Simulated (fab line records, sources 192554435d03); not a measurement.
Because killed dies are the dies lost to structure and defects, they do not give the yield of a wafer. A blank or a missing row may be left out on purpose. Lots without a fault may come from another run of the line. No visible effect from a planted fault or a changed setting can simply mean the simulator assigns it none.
fab line records	flow n5-finfet
[record] lots = 7	wafers = 21
route steps=1938 shown BEOL_M15@1801 PASS1_CAP@1873 TV_LITHO@1881 TV_OPEN@1887 PASSIVATION@1923
start-h: hours from the record's opening day to when the first of the lot's shown wafers began	wait-h: hours from the lot's prior step to this one	" repeats the value in the row above	L1.1+2: one row covering several wafers at once	- no value, or no start given	* or withheld: withheld	< > ~ a bound
route shown NAME@n: a module of which the file shows steps, and the number in the route of the first	usual: the fault-free wafers' mean and standard deviation	same: alike in all rows	chamber/n: place in a boat	sites: per-site readings	_std_site: how widely they spread, as a standard deviation	_edge_site: mean of outer sites minus mean of inner sites	radius-mm: how far each site lies from the wafer's centre	mask NAME#n: copy n	behind: the tool/chamber that last shaped the wafer	hold: why the lot went on hold/how many hours it stayed there/how the hold came to an end	device: the n, p or np transistor that did not switch	end of line: the tests these same wafers got at the end of their route	a step with no rows: only its recipe	killed: dies lost to structure and defects at the first sort, not the wafer's yield	map: per-die view of a wafer (x killed, . not killed, _ where there is no die)
set.NAME: the setting the step ran with; set.NAME@STEP: the setting that earlier step ran with	model.NAME: the simulator's own value behind a step, which no gauge read
lots where settings were altered on purpose, with a table for each step and a row for each wafer
[[steps]]
[step N5_BEOL_M15_PEB_26]
[recipe] peb-temp-c = 130	peb-time-s = 90
lot.wafer	tool	chamber	start-h	wait-h	set.peb-time-s
L075.2+3	litho-track-05	0	247.85	0.0	102.1
L075.4	"	0	"	"	90
L077.3	litho-track-01	0	262.60	0.0	90
L077.4+6	"	0	"	"	78.73
L080.3+6	litho-track-05	0	279.58	0.0	98.09
L080.4	"	0	"	"	90
L084.1	litho-track-01	0	327.77	0.1	90
L084.3+5	"	0	"	"	71.99
L092.1+6	litho-track-02	0	371.89	0.1	107.1
L092.3	"	0	"	"	90
L095.1+3+6	litho-track-02	0	386.83	0.1	90
L096.2+4	litho-track-02	0	393.32	0.0	98.15
L096.3	"	0	"	"	90
[step N5_BEOL_M15_DEVELOP_27]
[recipe] develop-time-s = 45	rinse-liquid = diw	dry = air-spin	dev-temp-c = 21
[step N5_BEOL_M15_HARDBAKE_32]
[recipe] temp-c = 130	time-s = 120
[step N5_BEOL_M15_CD_MEAS_28]
[recipe] target-cd-nm = 407.6	landing-energy-ev = 500	detector = se-inlens
[usual] cd-nm = 406.2/2.2
lot.wafer	tool	chamber	start-h	wait-h	set.peb-time-s@BEOL_M15_PEB_26	cd-nm
L075.2	cd-sem-01	0	247.97	-	102.1	409.8
L075.3	"	0	"	"	102.1	411.7
L075.4	"	0	"	"	90	408.4
L077.3	cd-sem-01	0	262.72	-	90	404.6
L077.4	"	0	"	"	78.73	402.4
L077.6	"	0	"	"	78.73	402.2
L080.3	cd-sem-01	0	279.70	-	98.09	410.1
L080.4	"	0	"	"	90	407.5
L080.6	"	0	"	"	98.09	407.8
L084.1	cd-sem-02	0	327.88	-	90	408.0
L084.3	"	0	"	"	71.99	398.6
L084.5	"	0	"	"	71.99	401.3
L092.1	cd-sem-01	0	372.01	-	107.1	410.8
L092.3	"	0	"	"	90	404.0
L092.6	"	0	"	"	107.1	409.6
L095.1	cd-sem-01	0	386.95	-	90	408.3
L095.3	"	0	"	"	90	406.2
L095.6	"	0	"	"	90	409.8
L096.2	cd-sem-02	0	393.44	-	98.15	412.4
L096.3	"	0	"	"	90	408.7
L096.4	"	0	"	"	98.15	410.8
[step N5_BEOL_M15_DESCUM_33]
[recipe] chemistry = O2	time-s = 7.9	source-power-w = 50	bias-power-w = 20	pressure-mtorr = 20	rf-frequency-hz = 2.712e+07	temp-c = 40	o2-flow-sccm = 225
lot.wafer	tool	chamber	start-h	wait-h	set.peb-time-s@BEOL_M15_PEB_26	model.BEOL_M15.cd-nm
L075.2	rie-diel-02	1	248.25	0.2	102.1	409.8
L075.3	"	0	"	"	102.1	411.4
L075.4	"	2	"	"	90	408.4
L077.3	rie-diel-05	0	262.80	0.0	90	405.2
L077.4+6	"	1,2	"	"	78.73	402.2
L080.3	rie-diel-05	0	279.79	0.0	98.09	409.8
L080.4	"	2	"	"	90	407.4
L080.6	"	3	"	"	98.09	407.6
L084.1	rie-diel-06	1	327.97	0.0	90	408.4
L084.3	"	0	"	"	71.99	398.6
L084.5	"	0	"	"	71.99	401
L092.1	rie-diel-05	1	372.10	0.0	107.1	411
L092.3	"	2	"	"	90	404.2
L092.6	"	0	"	"	107.1	409.6
L095.1	rie-diel-05	1	387.04	0.0	90	408.2
L095.3	"	0	"	"	90	406
L095.6	"	1	"	"	90	409.8
L096.2	rie-diel-02	1	393.64	0.1	98.15	412.6
L096.3	"	0	"	"	90	409
L096.4	"	3	"	"	98.15	410.8
[step N5_BEOL_M15_ETCH_61]
[recipe] chemistry = N2/H2	target = BARC	target-depth-a = 890	overetch-a = 267	time-s = 67.9	ion-energy-ev = 200	pressure-mtorr = 30	source-w = 840	bias-w = 150	n2-flow-sccm = 200	h2-flow-sccm = 200
lot.wafer	tool	chamber	start-h	wait-h	set.peb-time-s@BEOL_M15_PEB_26	model.BEOL_M15.cd-nm
L075.2	rie-diel-02	1	248.29	0.0	102.1	401.8
L075.3	"	0	"	"	102.1	403.2
L075.4	"	2	"	"	90	400.2
L077.3	rie-diel-05	0	262.84	0.0	90	397
L077.4+6	"	1,2	"	"	78.73	392.8
L080.3	rie-diel-05	0	279.82	0.0	98.09	401.4
L080.4	"	2	"	"	90	398.8
L080.6	"	3	"	"	98.09	399.8
L084.1	rie-diel-06	1	328.01	0.0	90	400
L084.3	"	0	"	"	71.99	390
L084.5	"	0	"	"	71.99	392
L092.1	rie-diel-05	1	372.13	0.0	107.1	402
L092.3	"	2	"	"	90	396.6
L092.6	"	0	"	"	107.1	403.4
L095.1	rie-diel-05	1	387.07	0.0	90	398.8
L095.3	"	0	"	"	90	398.4
L095.6	"	1	"	"	90	401
L096.2	rie-diel-02	1	393.67	0.0	98.15	404.4
L096.3	"	0	"	"	90	400.8
L096.4	"	3	"	"	98.15	403.2
[step N5_BEOL_M15_TRENCH_ETCH_34]
[recipe] chemistry = C4F8/O2/Ar	target = SiO2	target-depth-a = 8729.3	he-inner-torr = 15	he-outer-torr = 30	time-s = 199	ion-energy-ev = 800	pressure-mtorr = 20	source-w = 1905	bias-w = 2040	Ar_flow_sccm = 400	C4F8_flow_sccm = 16	O2_flow_sccm = 12
[usual] rf-vpp-V = 2238/32
lot.wafer	tool	chamber	start-h	wait-h	set.bias-w	rf-vpp-V
L075.2	rie-diel-02	1	248.34	0.0	2040	2235
L075.3	"	0	"	"	2040	2195
L075.4	"	2	"	"	2040	2294
L077.3	rie-diel-05	0	262.89	0.0	2365	2462
L077.4	"	1	"	"	2040	2260
L077.6	"	2	"	"	2365	2462
L080.3	rie-diel-05	0	279.87	0.0	1685	1946
L080.4	"	2	"	"	2040	2227
L080.6	"	3	"	"	2040	2243
L084.1	rie-diel-06	1	328.06	0.0	2040	2232
L084.3	"	0	"	"	2243	2370
L084.5	"	0	"	"	2040	2220
L092.1	rie-diel-05	1	372.18	0.0	2040	2258
L092.3	"	2	"	"	2324	2432
L092.6	"	0	"	"	2040	2263
L095.1	rie-diel-05	1	387.12	0.0	2040	2258
L095.3	"	0	"	"	2040	2265
L095.6	"	1	"	"	2040	2258
L096.2	rie-diel-02	1	393.72	0.0	1778	2027
L096.3	"	0	"	"	1778	1991
L096.4	"	3	"	"	2040	2218
[step N5_BEOL_M15_STRIP_36]
[recipe] chemistry = O2	power-w = 600	temp-c = 60	pressure-mtorr = 30	rf-frequency-hz = 6e+07	bias-power-w = 0	overash-fraction = 0.3	o2-flow-sccm = 225
[step N5_BEOL_M15_STRIP_62]
[recipe] chemistry = O2	power-w = 600	temp-c = 60	pressure-mtorr = 30	rf-frequency-hz = 6e+07	bias-power-w = 0	overash-fraction = 0.3	o2-flow-sccm = 225
[step N5_BEOL_M15_STRIP_37]
[recipe] chemistry = O2	power-w = 600	temp-c = 60	pressure-mtorr = 30	rf-frequency-hz = 6e+07	bias-power-w = 0	overash-fraction = 0.3	o2-flow-sccm = 225
[step N5_BEOL_M15_ETCH_38]
[recipe] chemistry = CF4/N2	target = SiCN	target-depth-a = 1064	taper-deg = 2	time-s = 120.5	ion-energy-ev = 150	mask-material = SiO2	pressure-mtorr = 40	source-w = 430	bias-w = 70	Ar_flow_sccm = 100	cf4-flow-sccm = 60	n2-flow-sccm = 60
lot.wafer	tool	chamber	start-h	wait-h	set.peb-time-s@BEOL_M15_PEB_26	model.BEOL_M15.cd-nm
L075.2	rie-diel-05	0	-	-	102.1	402.2
L075.3	"	1	"	"	102.1	403.2
L075.4	"	2	"	"	90	400.6
L077.3	rie-diel-05	3	-	-	90	396.6
L077.4	"	2	"	"	78.73	392.6
L077.6	"	2	"	"	78.73	392.4
L080.3	rie-diel-05	0	-	-	98.09	401
L080.4	"	1	"	"	90	399
L080.6	"	2	"	"	98.09	399
L084.1	rie-diel-02	1	-	-	90	400
L084.3	"	3	"	"	71.99	389.8
L084.5	"	1	"	"	71.99	392
L092.1	rie-diel-02	2	-	-	107.1	402.2
L092.3	"	3	"	"	90	396.6
L092.6	"	0	"	"	107.1	403.8
L095.1	rie-diel-02	0	-	-	90	398.8
L095.3	"	3	"	"	90	398.6
L095.6	"	0	"	"	90	401.2
L096.2	rie-diel-06	3	-	-	98.15	404.4
L096.3	"	1	"	"	90	400.4
L096.4	"	0	"	"	98.15	402.6
[step N5_PASSIVATION_PECVD_55]
[recipe] material = SiO2	target-thk-a = 4000	temp-c = 400	precursor = SiH4/N2O	pressure-torr = 2.7	rf-w = 608	time-s = 22.5
lot.wafer	tool	chamber	start-h	wait-h	set.time-s	model.SiO2_of_PASSIVATION_PECVD_55.thk-nm
L075.2	pecvd-04	1	270.35	0.0	25.81	454
L075.3	"	0	"	"	22.5	400.4
L075.4	"	1	"	"	25.81	464.8
L077.3	pecvd-01	0	276.96	0.0	25.67	452.6
L077.4	"	0	"	"	25.67	462.2
L077.6	"	1	"	"	22.5	404.6
L080.3	pecvd-02	0	286.51	0.0	22.5	402.4
L080.4	"	2	"	"	22.5	403.2
L080.6	"	2	"	"	22.5	402.8
L084.1	pecvd-01	2	337.23	0.0	22.5	393.4
L084.3	"	0	"	"	22.5	390.4
L084.5	"	1	"	"	22.5	407
L092.1	pecvd-02	2	384.50	0.0	22.5	392.6
L092.3	"	2	"	"	23.83	423.2
L092.6	"	2	"	"	23.83	424.4
L095.1	pecvd-04	0	398.19	0.0	22.5	389.8
L095.3	"	1	"	"	22.5	389.2
L095.6	"	2	"	"	22.5	397.4
L096.2	pecvd-04	1	402.16	0.0	22.5	394.2
L096.3	"	1	"	"	19.17	335.6
L096.4	"	0	"	"	19.17	342
[step N5_PASSIVATION_DEVELOP_09]
[recipe] develop-time-s = 60	rinse-liquid = diw	dry = air-spin	dev-temp-c = 21
lot.wafer	tool	chamber	start-h	wait-h	set.develop-time-s
L075.2+3+4	litho-track-02	0	-	-	60
L077.3+6	litho-track-02	0	-	-	60
L077.4	"	0	"	"	70.75
L080.3+6	litho-track-05	0	-	-	60
L080.4	"	0	"	"	55.69
L084.1+3+5	litho-track-04	0	-	-	60
L092.1+3	litho-track-02	0	-	-	60
L092.6	"	0	"	"	71
L095.1+3+6	litho-track-05	0	-	-	60
L096.2+3	litho-track-05	0	-	-	60
L096.4	"	0	"	"	53.24
[step N5_PASSIVATION_HARDBAKE_11]
[recipe] temp-c = 130	time-s = 120
[step N5_PASSIVATION_DESCUM_12]
[recipe] chemistry = O2	time-s = 7.9	source-power-w = 50	bias-power-w = 20	pressure-mtorr = 20	rf-frequency-hz = 2.712e+07	temp-c = 40	o2-flow-sccm = 225
[step N5_PASSIVATION_PASS_ETCH_74]
[recipe] chemistry = CF4/O2	target = SiNx	target-depth-a = 2200	time-s = 110	ion-energy-ev = 100	pressure-mtorr = 40	source-w = 535	bias-w = 49	Ar_flow_sccm = 100	cf4-flow-sccm = 100	O2_flow_sccm = 10
[step N5_PASSIVATION_VIA_ETCH_13]
[recipe] chemistry = CHF3/O2	target = SiO2	target-depth-a = 6600	CHF3_flow_sccm = 50	O2_flow_sccm = 5	Ar_flow_sccm = 200	time-s = 330	mask-material = PR	pressure-mtorr = 30	source-w = 650	bias-w = 170	ion-energy-ev = 200	ends = cleared
[usual] etch-rf-on-time-s = 236/6
lot.wafer	tool	chamber	start-h	wait-h	set.time-s@PASSIVATION_PECVD_55	etch-rf-on-time-s
L075.2	rie-diel-06	1	271.41	0.0	25.81	274
L075.3	"	0	"	"	22.5	240
L075.4	"	2	"	"	25.81	271
L077.3	rie-diel-02	0	278.68	0.0	25.67	274
L077.4	"	3	"	"	25.67	274
L077.6	"	2	"	"	22.5	237
L080.3	rie-diel-06	2	288.05	0.0	22.5	228
L080.4	"	3	"	"	22.5	244
L080.6	"	1	"	"	22.5	242
L084.1	rie-diel-05	0	338.07	0.0	22.5	224
L084.3	"	2	"	"	22.5	230
L084.5	"	0	"	"	22.5	232
L092.1	rie-diel-06	0	385.52	0.0	22.5	234
L092.3	"	3	"	"	23.83	254
L092.6	"	2	"	"	23.83	245
L095.1	rie-diel-06	2	399.00	0.0	22.5	226
L095.3	"	0	"	"	22.5	230
L095.6	"	1	"	"	22.5	239
L096.2	rie-diel-02	2	406.07	0.0	22.5	232
L096.3	"	0	"	"	19.17	201
L096.4	"	3	"	"	19.17	204
[step N5_PASSIVATION_DEVELOP_43]
[recipe] develop-time-s = 60	rinse-liquid = diw	dry = air-spin	dev-temp-c = 21
lot.wafer	tool	chamber	start-h	wait-h	set.develop-time-s
L075.2	litho-track-03	0	-	-	69.04
L075.3+4	"	0	"	"	60
L077.3+4+6	litho-track-03	0	-	-	60
L080.3	litho-track-03	0	-	-	52.59
L080.4+6	"	0	"	"	60
L084.1+5	litho-track-04	0	-	-	46.71
L084.3	"	0	"	"	60
L092.1+6	litho-track-03	0	-	-	56.15
L092.3	"	0	"	"	60
L095.1+3+6	litho-track-03	0	-	-	60
L096.2+3+4	litho-track-01	0	-	-	60
[[key]]
[split] step = N5_BEOL_M15_PEB_26	setting = peb-time-s	stated = 90	by = wafer
[response] step = N5_BEOL_M15_CD_MEAS_28	reading = cd-nm	change = +0.299	per = 1%	r = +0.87
[response] step = N5_BEOL_M15_DESCUM_33	reading = model.BEOL_M15.cd-nm	change = +0.31	per = 1%	r = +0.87
[response] step = N5_BEOL_M15_ETCH_61	reading = model.BEOL_M15.cd-nm	change = +0.335	per = 1%	r = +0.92
[response] step = N5_BEOL_M15_ETCH_38	reading = model.BEOL_M15.cd-nm	change = +0.333	per = 1%	r = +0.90
[split] step = N5_BEOL_M15_TRENCH_ETCH_34	setting = bias-w	stated = 2040	by = wafer
[response] step = N5_BEOL_M15_TRENCH_ETCH_34	reading = rf-vpp-V	change = +14.5	per = 1%	r = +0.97
[split] step = N5_PASSIVATION_PECVD_55	setting = time-s	stated = 22.5	by = wafer
[response] step = N5_PASSIVATION_PECVD_55	reading = model.SiO2_of_PASSIVATION_PECVD_55.thk-nm	change = +3.91	per = 1%	r = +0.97
[response] step = N5_PASSIVATION_VIA_ETCH_13	reading = etch-rf-on-time-s	change = *	per = 1%	r = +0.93
[split] step = N5_PASSIVATION_DEVELOP_09	setting = develop-time-s	stated = 60	by = wafer
response none clear
[split] step = N5_PASSIVATION_DEVELOP_43	setting = develop-time-s	stated = 60	by = wafer
response none in this file
